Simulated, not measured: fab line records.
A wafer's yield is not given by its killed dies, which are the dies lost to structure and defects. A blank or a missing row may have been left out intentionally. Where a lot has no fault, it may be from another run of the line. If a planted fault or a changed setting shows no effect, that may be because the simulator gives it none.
fab line records -- flow n5-finfet
record lots=6, wafers=18, last-day=17
route steps=1938 shown BEOL_M8@1350
lots with no fault: from the same line, run without faults
start-h: start of the lot's first displayed wafer, in hours after the record's first day -- wait-h: hours from the lot's prior step to this one -- " the same as in the row above -- L1.1+2: a single row standing in for several wafers -- - no value present, or no start provided -- * or withheld: withheld -- < > ~ a bound
route shown NAME@n: names a module that has steps shown in the file, with the first one's number in the route -- usual: average and standard deviation across the fault-free wafers -- same: alike in all rows -- chamber/n: place in a boat -- sites: readings site by site -- _std_site: how widely they spread, as a standard deviation -- _edge_site: inner sites' mean taken away from outer sites' mean -- radius-mm: how far each site lies from the wafer's centre -- mask NAME#n: copy n -- behind: the most recent tool/chamber to have shaped the wafer -- hold: what put the lot on hold/how long, in hours/how the hold closed -- device: the transistor (n, p or np) that didn't switch -- end of line: tests of these same wafers at the route's end -- for a step that has no rows: nothing shown but its recipe -- killed: count of dies lost to structure and defects at first sort (not the wafer's yield) -- map: a wafer's dies, marking killed ones x, the rest . and places with no die _
set.NAME: the run value of the setting; set.NAME@STEP: its run value at that earlier step -- model.NAME: the simulator's own value behind a step, which no gauge read
lots seen at some steps along the route; tables by step, rows by wafer
services: from which hour (start-h, from the record's first day; less than 0 if before it) a tool's chamber was out of use, for how many hours, and why
## steps
# step N5_BEOL_M8_ETCH_62
# recipe chemistry=N2/H2, target=SOC, target-depth-a=1100, overetch-a=220, mask-material=SiARC, temp-c=40, time-s=165, ion-energy-ev=200, pressure-mtorr=30, source-w=840, bias-w=150, n2-flow-sccm=200, h2-flow-sccm=200
# usual bias-w=150.1/0.46, drypump-motor-current-A=5.5/0.52, oes-product-au=0.66/0.076, rf-fwd-power-W=837.9/3, rf-vpp-V=524.0/2.7, showerhead-plenum-p-Torr=2.54/0.094, throttle-valve-pct=17.7/0.31
# same time-s=165
lot.wafer,tool,chamber,start-h,wait-h,bias-w,drypump-motor-current-A,oes-product-au,rf-fwd-power-W,rf-hours-counter-h,rf-vpp-V,showerhead-plenum-p-Torr,throttle-valve-pct
L584.3,rie-diel-03,2,226.73,0.0,149.5,4.7,0.81,837.4,9,522.0,2.50,17.5
L584.5,rie-diel-03,2,226.73,0.0,149.6,4.7,0.80,833.7,-,522.4,2.50,17.5
L584.6,rie-diel-03,1,226.73,0.0,148.6,5.4,0.72,836.1,-,521.9,2.46,17.2
L588.2,rie-diel-05,1,254.69,0.0,150.1,5.4,0.60,840.0,213,522.9,2.49,17.8
L588.3,rie-diel-05,2,254.69,0.0,150.6,6.2,0.59,832.6,219,520.6,2.42,18.3
L588.6,rie-diel-05,0,254.69,0.0,150.3,5.2,0.59,838.2,-,522.3,2.51,17.5
L589.1,rie-diel-01,1,256.54,0.0,150.7,5.9,0.59,832.3,210,526.0,2.61,17.9
L589.2,rie-diel-01,2,256.54,0.0,150.1,5.6,0.75,836.3,42,526.9,2.69,17.3
L589.4,rie-diel-01,3,256.54,0.0,150.2,5.8,0.74,841.7,35,522.0,2.48,17.4
L597.1,rie-diel-03,3,325.52,0.0,150.0,6.5,0.61,844.6,181,520.5,2.43,18.2
L597.4,rie-diel-03,1,325.52,0.0,150.7,5.4,0.68,835.2,74,521.9,2.45,17.3
L597.6,rie-diel-03,1,325.52,0.0,150.3,5.4,0.69,833.4,-,523.9,2.45,17.2
L598.2,rie-diel-03,3,326.44,0.0,150.1,6.4,0.61,840.5,181,521.5,2.43,18.2
L598.3,rie-diel-03,1,326.44,0.0,149.4,5.4,0.68,844.6,75,520.6,2.45,17.3
L598.5,rie-diel-03,1,326.44,0.0,149.3,5.4,0.68,844.6,-,522.1,2.45,17.3
L600.1,rie-diel-01,3,337.57,0.0,149.7,5.7,0.71,833.6,63,521.7,2.47,17.5
L600.2,rie-diel-01,2,337.57,0.0,150.1,5.6,0.71,837.5,68,527.8,2.68,17.4
L600.5,rie-diel-01,3,337.57,0.0,150.3,5.8,0.70,838.1,-,520.0,2.47,17.5
# step N5_BEOL_M8_STRIP_68
# recipe chemistry=N2/H2, temp-c=40, n2-flow-sccm=200, h2-flow-sccm=200, rf-frequency-hz=6e+07
# step N5_BEOL_M8_STRIP_67
# recipe chemistry=CF4, resist=SiARC, power-w=300, bias-power-w=75, pressure-mtorr=50, cf4-flow-sccm=150, rf-frequency-hz=6e+07
# usual drypump-motor-current-A=5.5/0.52, oes-product-au=0.77/0.089, rf-vpp-V=271.2/1.7, showerhead-plenum-p-Torr=1.79/0.065, throttle-valve-pct=13.53/0.29
lot.wafer,tool,chamber,start-h,wait-h,drypump-motor-current-A,oes-product-au,rf-hours-counter-h,rf-vpp-V,showerhead-plenum-p-Torr,throttle-valve-pct
L584.3,rie-diel-03,2,226.88,0.0,4.7,0.94,9,272.1,1.76,13.14
L584.5,rie-diel-03,2,226.88,0.0,4.7,0.94,-,270.6,1.76,13.15
L584.6,rie-diel-03,1,226.88,0.0,5.4,0.85,-,269.6,1.74,13.09
L588.2,rie-diel-05,1,254.84,0.0,5.4,0.71,213,271.0,1.75,13.70
L588.3,rie-diel-05,2,254.84,0.0,6.2,0.69,219,269.0,1.72,13.91
L588.6,rie-diel-05,0,254.84,0.0,5.2,0.70,-,269.9,1.77,13.54
L589.1,rie-diel-01,1,256.69,0.0,5.9,0.70,210,273.1,1.84,13.81
L589.2,rie-diel-01,2,256.69,0.0,5.6,0.89,42,274.3,1.91,13.22
L589.4,rie-diel-01,3,256.69,0.0,5.7,0.87,35,268.1,1.76,13.23
L597.1,rie-diel-03,3,325.67,0.0,6.4,0.72,181,270.0,1.72,13.92
L597.4,rie-diel-03,1,325.67,0.0,5.4,0.80,75,270.9,1.73,13.15
L597.6,rie-diel-03,1,325.67,0.0,5.4,0.80,-,270.1,1.73,13.13
L598.2,rie-diel-03,3,326.59,0.0,6.5,0.72,181,270.1,1.72,13.94
L598.3,rie-diel-03,1,326.59,0.0,5.4,0.81,75,269.5,1.73,13.13
L598.5,rie-diel-03,1,326.59,0.0,5.4,0.80,-,269.5,1.73,13.15
L600.1,rie-diel-01,3,337.71,0.0,5.7,0.83,63,269.9,1.75,13.30
L600.2,rie-diel-01,2,337.71,0.0,5.5,0.84,68,274.0,1.90,13.31
L600.5,rie-diel-01,3,337.71,0.0,5.7,0.82,-,270.8,1.75,13.32
# step N5_BEOL_M8_HM_OPEN_17
# recipe chemistry=Cl2/BCl3, target-depth-a=200, overetch-a=60, target=TiN, mask-material=SOC, ion-energy-ev=150, pressure-mtorr=10, icp-w=1000, bias-w=126, Cl2_flow_sccm=53.25, bcl3-flow-sccm=21.75, Ar_flow_sccm=25
# usual bcl3-flow-sccm=21.77/0.06, bias-w=126.0/0.37, drypump-motor-current-A=5.52/0.28, oes-product-au=0.73/0.075, rf-fwd-power-W=993/3.4, throttle-valve-pct=22.24/0.27
lot.wafer,tool,chamber,start-h,wait-h,bcl3-flow-sccm,bias-w,drypump-motor-current-A,oes-product-au,rf-fwd-power-W,rf-hours-counter-h,throttle-valve-pct
L584.3,rie-metal-03,0,226.95,0.1,21.79,126.5,5.69,0.60,998,-,22.28
L584.5,rie-metal-03,0,226.95,0.1,21.72,126.0,5.69,0.60,995,-,22.29
L584.6,rie-metal-03,1,226.95,0.1,21.79,125.6,5.89,0.67,1000,-,22.49
L588.2,rie-metal-02,1,254.88,0.0,21.88,126.0,5.52,0.79,986,5,22.28
L588.3,rie-metal-02,0,254.88,0.0,21.80,125.9,4.93,0.81,989,-,22.01
L588.6,rie-metal-02,0,254.88,0.0,21.77,124.6,4.95,0.82,991,-,22.00
L589.1,rie-metal-03,1,256.73,0.0,21.61,126.1,5.91,0.66,998,43,22.49
L589.2,rie-metal-03,0,256.73,0.0,21.77,125.5,5.67,0.60,994,66,22.29
L589.4,rie-metal-03,1,256.73,0.0,21.75,125.7,5.90,0.65,997,-,22.53
L597.1,rie-metal-02,0,325.71,0.0,21.79,125.6,4.93,0.77,995,6,22.01
L597.4,rie-metal-02,1,325.71,0.0,21.88,126.1,5.52,0.79,989,-,22.26
L597.6,rie-metal-02,0,325.71,0.0,21.81,126.1,4.96,0.76,994,-,22.03
L598.2,rie-metal-03,1,326.63,0.0,21.74,126.2,5.89,0.64,1002,49,22.51
L598.3,rie-metal-03,0,326.63,0.0,21.74,125.8,5.64,0.59,1001,-,22.31
L598.5,rie-metal-03,0,326.63,0.0,21.82,125.7,5.64,0.58,999,-,22.32
L600.1,rie-metal-01,0,337.75,0.0,21.85,126.2,5.43,0.70,995,22,22.62
L600.2,rie-metal-01,1,337.75,0.0,21.72,125.7,5.62,0.74,989,24,21.81
L600.5,rie-metal-01,1,337.75,0.0,21.66,126.1,5.64,0.75,986,-,21.81
# step N5_BEOL_M8_STRIP_19
# recipe chemistry=O2, power-w=400, temp-c=40, pressure-mtorr=30, rf-frequency-hz=6e+07, bias-power-w=0, overash-fraction=0.2, o2-flow-sccm=225
# usual drypump-motor-current-A=5.5/0.53, oes-product-au=0.76/0.096, rf-vpp-V=3.7/0.6, showerhead-plenum-p-Torr=2.10/0.081, throttle-valve-pct=16.65/0.27
lot.wafer,tool,chamber,start-h,wait-h,drypump-motor-current-A,oes-product-au,rf-hours-counter-h,rf-vpp-V,showerhead-plenum-p-Torr,throttle-valve-pct
L584.3,rie-diel-03,2,227.03,0.1,4.7,0.96,9,3.5,2.06,16.31
L584.5,rie-diel-03,3,227.03,0.1,6.4,0.73,-,4.1,2.00,16.89
L584.6,rie-diel-03,2,227.03,0.1,4.7,0.96,-,4.3,2.06,16.30
L588.2,rie-diel-01,2,254.99,0.1,5.5,0.88,41,3.4,2.24,16.37
L588.3,rie-diel-01,1,254.99,0.1,5.9,0.69,210,4.1,2.17,16.87
L588.6,rie-diel-01,1,254.99,0.1,5.9,0.69,-,3.2,2.17,16.88
L589.1,rie-diel-05,2,256.84,0.1,6.2,0.69,220,2.4,1.98,16.92
L589.2,rie-diel-05,1,256.84,0.1,5.4,0.69,214,3.9,2.08,16.96
L589.4,rie-diel-05,3,256.84,0.1,4.8,0.69,219,3.7,2.16,16.73
L597.1,rie-diel-05,3,325.91,0.2,4.8,0.68,240,3.0,2.15,16.76
L597.4,rie-diel-05,0,325.91,0.2,5.2,0.66,230,2.7,2.05,16.50
L597.6,rie-diel-05,2,325.91,0.2,6.2,0.66,-,3.5,1.97,16.97
L598.2,rie-diel-03,1,326.75,0.1,5.4,0.80,75,3.4,2.04,16.33
L598.3,rie-diel-03,0,326.75,0.1,5.2,0.81,61,4.1,2.20,16.37
L598.5,rie-diel-03,1,326.75,0.1,5.4,0.80,-,3.7,2.04,16.33
L600.1,rie-diel-01,2,337.91,0.1,5.6,0.85,68,3.2,2.23,16.41
L600.2,rie-diel-01,0,337.91,0.1,6.0,0.94,10,3.0,2.18,16.62
L600.5,rie-diel-01,2,337.91,0.1,5.6,0.86,-,4.1,2.23,16.42
# step N5_BEOL_M8_CD_MEAS_18
# recipe pitch-nm=80, target-cd-nm=40
# usual cd-nm=40.1/0.81
lot.wafer,tool,chamber,start-h,wait-h,cd-nm
L584.3,cd-sem-01,-,227.10,0.1,40.5
L584.5,cd-sem-01,-,227.10,0.1,40.4
L584.6,cd-sem-01,-,227.10,0.1,40.3
L588.2,cd-sem-02,-,255.06,0.1,41.2
L588.3,cd-sem-02,-,255.06,0.1,40.0
L588.6,cd-sem-02,-,255.06,0.1,38.4
L589.1,cd-sem-03,-,256.91,0.0,40.4
L589.2,cd-sem-03,-,256.91,0.0,39.4
L589.4,cd-sem-03,-,256.91,0.0,40.2
L597.1,cd-sem-03,-,325.98,0.0,40.6
L597.4,cd-sem-03,-,325.98,0.0,39.6
L597.6,cd-sem-03,-,325.98,0.0,39.8
L598.2,cd-sem-02,-,326.82,0.1,39.3
L598.3,cd-sem-02,-,326.82,0.1,39.5
L598.5,cd-sem-02,-,326.82,0.1,39.7
L600.1,cd-sem-01,-,337.98,0.0,40.2
L600.2,cd-sem-01,-,337.98,0.0,40.6
L600.5,cd-sem-01,-,337.98,0.0,40.4
# step N5_BEOL_M8_COAT_63
# recipe resist=SOC, temp-c=250, time-s=60, spin-rpm=1500, resist-thk-nm=60
# step N5_BEOL_M8_COAT_64
# recipe resist=SiARC, temp-c=220, time-s=60, spin-rpm=1500, resist-thk-nm=12
# step N5_BEOL_M8_COAT_71
# recipe resist=underlayer, temp-c=205, time-s=60, spin-rpm=1500, resist-thk-nm=5
# step N5_BEOL_M8_COAT_22
# recipe resist=CAR-EUV, spin-rpm=1500, resist-thk-nm=30
# step N5_BEOL_M8_EBR_24
# recipe solvent=PGMEA, ebr-width-mm=1.5
# step N5_BEOL_M8_SOFTBAKE_23
# recipe temp-c=110, time-s=60, resist=CAR-EUV
# step N5_BEOL_M8_EXPOSE_25
# recipe mask-id=V7, na=0.33, source-shape=annular, sigma-inner=0.4, sigma-outer=0.8, polarization=unpolarized, target-cd-nm=40, dose-mj=42.5
# usual reticle-temp-C=23.02/0.1, stage-msd-nm=0.822/0.013
# same sigma-inner=0.4
lot.wafer,tool,chamber,start-h,wait-h,mask,reticle-temp-C,stage-msd-nm,model.BEOL_M8.overlay-x-nm
L584.3,euv-scanner-01,0,227.92,-,V7#0,23.04,0.815,-0.2
L584.5,euv-scanner-01,0,227.92,-,V7#0,23.19,0.817,-0.2
L584.6,euv-scanner-01,0,227.92,-,V7#0,22.97,0.818,-0.2
L588.2,euv-scanner-01,0,258.73,-,V7#0,22.90,0.814,4.6
L588.3,euv-scanner-01,0,258.73,-,V7#0,22.93,0.812,4.6
L588.6,euv-scanner-01,0,258.73,-,V7#0,22.78,0.810,4.6
L589.1,euv-scanner-01,0,258.80,-,V7#0,23.15,0.811,5
L589.2,euv-scanner-01,0,258.80,-,V7#0,23.07,0.815,5
L589.4,euv-scanner-01,0,258.80,-,V7#0,23.03,0.814,5
L597.1,euv-scanner-02,0,328.68,-,V7#0,22.92,0.839,0
L597.4,euv-scanner-02,0,328.68,-,V7#0,23.08,0.838,0
L597.6,euv-scanner-02,0,328.68,-,V7#0,23.01,0.836,0
L598.2,euv-scanner-02,0,329.40,-,V7#0,23.08,0.840,0.6
L598.3,euv-scanner-02,0,329.40,-,V7#0,23.07,0.842,0.6
L598.5,euv-scanner-02,0,329.40,-,V7#0,23.20,0.837,0.6
L600.1,euv-scanner-02,0,339.35,-,V7#0,23.08,0.842,0.4
L600.2,euv-scanner-02,0,339.35,-,V7#0,23.00,0.836,0.4
L600.5,euv-scanner-02,0,339.35,-,V7#0,22.83,0.842,0.4
# step N5_BEOL_M8_PEB_26
# recipe peb-temp-c=100, peb-time-s=60, resist=CAR-EUV
# step N5_BEOL_M8_DEVELOP_27
# recipe develop-time-s=30, developer=TMAH, resist=CAR-EUV, rinse-liquid=surfactant-rinse, dry=air-spin, dev-temp-c=23
# step N5_BEOL_M8_CD_MEAS_28
# recipe target-cd-nm=40, landing-energy-ev=500, detector=se-inlens
# usual cd-nm=39.92/0.26
lot.wafer,tool,chamber,start-h,wait-h,cd-nm
L584.3,cd-sem-02,0,228.04,-,40.15
L584.5,cd-sem-02,0,228.04,-,40.21
L584.6,cd-sem-02,0,228.04,-,40.01
L588.2,cd-sem-02,0,258.86,-,40.05
L588.3,cd-sem-02,0,258.86,-,39.99
L588.6,cd-sem-02,0,258.86,-,40.19
L589.1,cd-sem-03,0,258.93,-,40.03
L589.2,cd-sem-03,0,258.93,-,39.90
L589.4,cd-sem-03,0,258.93,-,39.79
L597.1,cd-sem-01,0,328.82,-,40.23
L597.4,cd-sem-01,0,328.82,-,40.28
L597.6,cd-sem-01,0,328.82,-,39.93
L598.2,cd-sem-03,0,329.53,-,39.82
L598.3,cd-sem-03,0,329.53,-,40.07
L598.5,cd-sem-03,0,329.53,-,39.89
L600.1,cd-sem-02,0,339.49,-,39.86
L600.2,cd-sem-02,0,339.49,-,39.57
L600.5,cd-sem-02,0,339.49,-,40.26
# step N5_BEOL_M8_OVL_MEAS_29
# recipe points-per-wafer=522
# usual V7_OVL=-0.5/0.7
lot.wafer,tool,chamber,start-h,wait-h,V7_OVL[nm]
L584.3,overlay-02,0,228.08,0.0,-1.6
L584.5,overlay-02,0,228.08,0.0,-1.2
L584.6,overlay-02,0,228.08,0.0,-0.8
L588.2,overlay-01,0,258.89,0.0,3.2
L588.3,overlay-01,0,258.89,0.0,3.5
L588.6,overlay-01,0,258.89,0.0,3.7
L589.1,overlay-02,0,258.96,0.0,5.2
L589.2,overlay-02,0,258.96,0.0,4.3
L589.4,overlay-02,0,258.96,0.0,4.6
L597.1,overlay-01,0,328.85,0.0,-0.2
L597.4,overlay-01,0,328.85,0.0,0.4
L597.6,overlay-01,0,328.85,0.0,-0.7
L598.2,overlay-01,0,329.56,0.0,0.6
L598.3,overlay-01,0,329.56,0.0,0.4
L598.5,overlay-01,0,329.56,0.0,-0.3
L600.1,overlay-02,0,339.52,0.0,0.2
L600.2,overlay-02,0,339.52,0.0,-0.2
L600.5,overlay-02,0,339.52,0.0,0.4
# step N5_BEOL_M8_INSPECT_30
# recipe mode=adi, inspect-instrument=brightfield
# usual raw-defect-count=393/94
lot.wafer,tool,chamber,start-h,wait-h,raw-defect-count
L584.3,defect-inspect-01,-,228.13,0.0,451
L584.5,defect-inspect-01,-,228.13,0.0,350
L584.6,defect-inspect-01,-,228.13,0.0,608
L588.2,defect-inspect-01,-,258.95,0.0,390
L588.3,defect-inspect-01,-,258.95,0.0,354
L588.6,defect-inspect-01,-,258.95,0.0,316
L589.1,defect-inspect-02,-,259.02,0.1,411
L589.2,defect-inspect-02,-,259.02,0.1,360
L589.4,defect-inspect-02,-,259.02,0.1,464
L597.1,defect-inspect-02,-,328.91,0.1,447
L597.4,defect-inspect-02,-,328.91,0.1,431
L597.6,defect-inspect-02,-,328.91,0.1,520
L598.2,defect-inspect-01,-,329.62,0.0,319
L598.3,defect-inspect-01,-,329.62,0.0,441
L598.5,defect-inspect-01,-,329.62,0.0,355
L600.1,defect-inspect-02,-,339.58,0.1,260
L600.2,defect-inspect-02,-,339.58,0.1,289
L600.5,defect-inspect-02,-,339.58,0.1,372
## services
tool,chamber,start-h,hours,kind
euv-scanner-01,-,204.96,12.0,pm
euv-scanner-01,-,220.55,1.0,pm
rie-diel-05,3,226.98,4.9,repair
rie-diel-01,2,234.02,5.6,repair
euv-scanner-02,-,235.44,0.3,repair
rie-diel-05,2,241.81,11.7,repair
rie-metal-03,-,242.53,0.8,repair
euv-scanner-02,-,258.40,1.0,pm
rie-metal-02,-,260.14,0.2,repair
rie-metal-02,-,268.16,2.8,pm
euv-scanner-01,-,276.70,1.0,pm
rie-diel-05,1,284.48,2.8,repair
rie-diel-01,0,288.98,-,clean
rie-diel-01,0,288.98,-,consumable-replace:focus-ring
rie-diel-01,0,288.98,18.9,scheduled-down
euv-scanner-01,-,294.02,4.6,pm
euv-scanner-01,-,301.77,1.8,repair
rie-metal-01,0,311.77,1.4,repair
euv-scanner-02,-,314.59,1.0,pm
rie-metal-01,1,317.85,17.7,repair
euv-scanner-01,-,329.09,2.9,repair
rie-diel-01,1,330.90,18.3,repair
euv-scanner-01,-,332.85,1.0,pm
rie-diel-05,1,334.52,2.8,repair
## key
first-sign step=N5_BEOL_M8_OVL_MEAS_29, reading=V7_OVL, direction=up, sigmas=6.6, usual=-0.5, struck=4.1
effect none on later readings
model-effect step=N5_BEOL_M8_EXPOSE_25, value=BEOL_M8.overlay-x-nm, without=-0.3, struck=4.8
met-at N5_BEOL_M8_EXPOSE_25
struck-wafers L588.2,L588.3,L588.6,L589.1,L589.2,L589.4
onset-between 227.92 258.73
fault kind=scanner-matching-overlay, tool=euv-scanner-01, chamber=-, onset-h=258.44, steps=N5_BEOL_M8_EXPOSE_25, offset=5.1552
